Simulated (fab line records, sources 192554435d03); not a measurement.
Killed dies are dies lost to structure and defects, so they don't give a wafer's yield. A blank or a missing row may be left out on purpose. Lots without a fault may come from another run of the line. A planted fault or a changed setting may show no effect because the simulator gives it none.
Chamber matching | flow n5_finfet | N5_BEOL_M6_STRIP_19 on rie_diel-04: 4 sister chambers
The step strips in O2. 18 wafers are shown with their chamber, then 9 later ones without.

WAFERS WITH THEIR CHAMBER
wafer  | chamber | drypump_motor_current_A (A) | throttle_valve_pct (%) | showerhead_plenum_p_Torr (Torr)
L076.2 | 0       | 5.0                         | 16.76                  | 2.04
L076.3 | 3       | 5.8                         | 16.59                  | 2.08
L076.6 | 1       | 5.7                         | 16.43                  | 2.00
L074.1 | 0       | 4.9                         | 16.76                  | 2.04
L074.3 | 3       | 5.8                         | 16.61                  | 2.08
L074.5 | 2       | 6.8                         | 17.07                  | 2.05
L075.1 | 0       | 4.9                         | 16.75                  | 2.04
L075.4 | 2       | 6.8                         | 17.06                  | 2.05
L075.6 | 3       | 5.8                         | 16.60                  | 2.08
L078.1 | 0       | 5.0                         | 16.74                  | 2.03
L078.3 | 3       | 5.8                         | 16.63                  | 2.08
L078.6 | 2       | 6.8                         | 17.07                  | 2.05
L081.1 | 1       | 5.7                         | 16.45                  | 1.99
L081.4 | 0       | 4.9                         | 16.79                  | 2.03
L081.6 | 1       | 5.7                         | 16.45                  | 1.99
L087.1 | 3       | 5.8                         | 16.64                  | 2.07
L087.4 | 3       | 5.8                         | 16.65                  | 2.07
L087.5 | 1       | 5.7                         | 16.45                  | 1.99

SIGNATURES (means of the wafers above)
reading                  | chamber 0 | chamber 1 | chamber 2 | chamber 3 | scatter within a chamber
drypump_motor_current_A  | 4.940     | 5.700     | 6.800     | 5.800     | 0.0293
throttle_valve_pct       | 16.7600   | 16.4450   | 17.0667   | 16.6200   | 0.0181
showerhead_plenum_p_Torr | 2.0360    | 1.9925    | 2.0500    | 2.0767    | 0.00484
Rule: a wafer's distance from a chamber is the root of the sum, over the readings, of the square of ((its reading less the chamber's mean) divided by the reading's scatter). The wafer belongs to the nearest chamber; if the next one is less than 2 further off, it can't be placed. The scatter: the root of (the sum of the squares of (reading less its chamber's mean) over the shown wafers, divided by (wafers less chambers)).

WAFERS WITHOUT THEIR CHAMBER
wafer  | drypump_motor_current_A (A) | throttle_valve_pct (%) | showerhead_plenum_p_Torr (Torr)
L091.1 | 6.8                         | 16.60                  | 2.04
L091.4 | 5.7                         | 16.48                  | 1.98
L091.6 | 5.8                         | 16.69                  | 2.07
L092.2 | 5.8                         | 16.51                  | 1.98
L092.3 | 5.8                         | 16.68                  | 2.07
L092.6 | 4.9                         | 16.84                  | 2.02
L093.1 | 5.0                         | 16.83                  | 2.02
L093.3 | 5.7                         | 16.53                  | 1.98
L093.5 | 5.8                         | 16.68                  | 2.07

WHICH CHAMBER EACH WENT THROUGH
wafer  | from the rows above | in truth
L091.1 | 2                   | 2
L091.4 | 1                   | 1
L091.6 | 3                   | 3
L092.2 | 1                   | 1
L092.3 | 3                   | 3
L092.6 | 0                   | 0
L093.1 | 0                   | 0
L093.3 | 1                   | 1
L093.5 | 3                   | 3
Placed correctly: 9 of 9. Can't be placed from these rows: 0. Placed wrongly: 0.
